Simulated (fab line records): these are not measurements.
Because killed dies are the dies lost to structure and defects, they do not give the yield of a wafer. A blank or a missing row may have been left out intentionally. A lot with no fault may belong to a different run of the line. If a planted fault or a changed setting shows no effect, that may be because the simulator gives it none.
Tool commonality check ; flow n5_finfet ; 9 lots and 25 wafers in the sample

== THE REASON FOR OPENING IT ==
N5_BEOL_M1_OVL_MEAS_12, reading M1_OVL: flagged on 1 of 9 lots. No-fault wafers: -0.6 nm, standard deviation 0.57.
Rule: a lot gets a flag if all its wafers with a number sit over 4 standard deviations from that mean, or if no wafer of it has a number. As for the other lots, they are considered sound.

lot;measured;on;M1_OVL (nm), wafer by wafer;flag
L240;day 6 10:59;overlay-02;-0.7 -0.2;
L241;day 6 11:09;overlay-02;-0.2 -0.8 -1.0;
L242;day 6 14:26;overlay-02;0.0 -0.8 -0.7;
L250;day 8 16:26;overlay-02;10.1 12.4 11.8;FLAGGED
L251;day 9 06:34;overlay-02;-1.1 -1.6 -1.7;
L253;day 9 12:02;overlay-02;-0.4 -0.4 -1.1;
L256;day 10 07:13;overlay-02;-0.2 -0.5;
L258;day 10 10:47;overlay-02;-1.0 0.5 -0.2;
L260;day 11 04:05;overlay-02;-1.0 -0.5 -0.9;
The numbers of the flagged lots are 11.4 nm on average: +12.0 nm against the usual, or +21 standard deviations.

== TOOL THAT RAN EACH LOT ==
Before the reading, the record contains 3 process steps out of a 1938-step route. Cell contents, in order: the tool; ch with the chambers the sampled wafers went through; the start.
lot;flag;N5_BEOL_M0_SPUTTER_132;N5_BEOL_M1_PECVD_72;N5_BEOL_M1_EXPOSE_08
L240;;pvd_sputter-01, day 6 04:26;pecvd-03 ch 1, day 6 07:28;euv_scanner-02 ch 0, day 6 10:50
L241;;pvd_sputter-01, day 6 04:53;pecvd-03 ch 0,1, day 6 07:53;euv_scanner-01 ch 0, day 6 10:59
L242;;pvd_sputter-03, day 6 11:58;pecvd-02 ch 0,1,2, day 6 13:25;euv_scanner-02 ch 0, day 6 14:17
L250;FLAGGED;pvd_sputter-01, day 8 12:41;pecvd-03 ch 0,1, day 8 14:14;euv_scanner-02 ch 0, day 8 16:16
L251;;pvd_sputter-01, day 9 03:16;pecvd-03 ch 0,1,2, day 9 04:43;euv_scanner-01 ch 0, day 9 06:24
L253;;pvd_sputter-02, day 9 07:44;pecvd-01 ch 0,1,2, day 9 09:47;euv_scanner-01 ch 0, day 9 11:53
L256;;pvd_sputter-03, day 9 22:40;pecvd-03 ch 1,2, day 10 01:05;euv_scanner-01 ch 0, day 10 07:02
L258;;pvd_sputter-02, day 10 08:16;pecvd-01 ch 0,1, day 10 09:44;euv_scanner-01 ch 0, day 10 10:38
L260;;pvd_sputter-03, day 11 00:06;pecvd-02 ch 0,2, day 11 01:34;euv_scanner-01 ch 0, day 11 03:55
What the steps here do:
- N5_BEOL_M0_SPUTTER_132: material Cu, target thk 4 nm, time 7.37 s.
- N5_BEOL_M1_PECVD_72: deposits SiO2 from TEOS/O2, target thk 16 nm, time 18 s.
- N5_BEOL_M1_EXPOSE_08: exposes mask M1.
- N5_BEOL_M1_OVL_MEAS_12

== FLAGGED AGAINST TOTAL, ONE TOOL AT A TIME (gauges that did the reading follow at the end) ==
step;tool;lots run;flagged;share of the flagged lots;sound lots run after its first flagged lot
N5_BEOL_M0_SPUTTER_132;pvd_sputter-01;4;1;all;1 (L251)
N5_BEOL_M0_SPUTTER_132;pvd_sputter-02;2;0;none;-
N5_BEOL_M0_SPUTTER_132;pvd_sputter-03;3;0;none;-
N5_BEOL_M1_PECVD_72;pecvd-01;2;0;none;-
N5_BEOL_M1_PECVD_72;pecvd-02;2;0;none;-
N5_BEOL_M1_PECVD_72;pecvd-03;5;1;all;2 (L251,L256)
N5_BEOL_M1_EXPOSE_08;euv_scanner-01;6;0;none;-
N5_BEOL_M1_EXPOSE_08;euv_scanner-02;3;1;all;0
N5_BEOL_M1_OVL_MEAS_12;overlay-02;9;1;all;5 (L251,L253,L256,L258,L260)

== WHAT IS ALLOWED BY THE TABLE ==
4 rows of the table ran every flagged lot: pvd_sputter-01 at N5_BEOL_M0_SPUTTER_132, pecvd-03 at N5_BEOL_M1_PECVD_72, euv_scanner-02 at N5_BEOL_M1_EXPOSE_08, overlay-02 at N5_BEOL_M1_OVL_MEAS_12.
- pvd_sputter-01 at N5_BEOL_M0_SPUTTER_132 ran 4 lots, 1 of them flagged. After the first flagged lot (L251), sound lots still ran on it; a lasting fault on the whole tool would not permit that.
- pecvd-03 at N5_BEOL_M1_PECVD_72 ran 5 lots, 1 of them flagged. After the first flagged lot (L251, L256), sound lots still ran on it; a lasting fault on the whole tool would not permit that.
- euv_scanner-02 at N5_BEOL_M1_EXPOSE_08 ran 3 lots, 1 of them flagged. It ran its last sound lot, L242, at day 6 14:17 and its first flagged lot, L250, at day 8 16:16: a fault with its onset between the two fits.
- overlay-02 at N5_BEOL_M1_OVL_MEAS_12 ran 9 lots, 1 of them flagged. After the first flagged lot (L251, L253, L256, L258, L260), sound lots still ran on it; a lasting fault on the whole tool would not permit that.
Just one tool remains: euv_scanner-02 at N5_BEOL_M1_EXPOSE_08.

== WHAT THE SIMULATOR HAD PUT IN ==
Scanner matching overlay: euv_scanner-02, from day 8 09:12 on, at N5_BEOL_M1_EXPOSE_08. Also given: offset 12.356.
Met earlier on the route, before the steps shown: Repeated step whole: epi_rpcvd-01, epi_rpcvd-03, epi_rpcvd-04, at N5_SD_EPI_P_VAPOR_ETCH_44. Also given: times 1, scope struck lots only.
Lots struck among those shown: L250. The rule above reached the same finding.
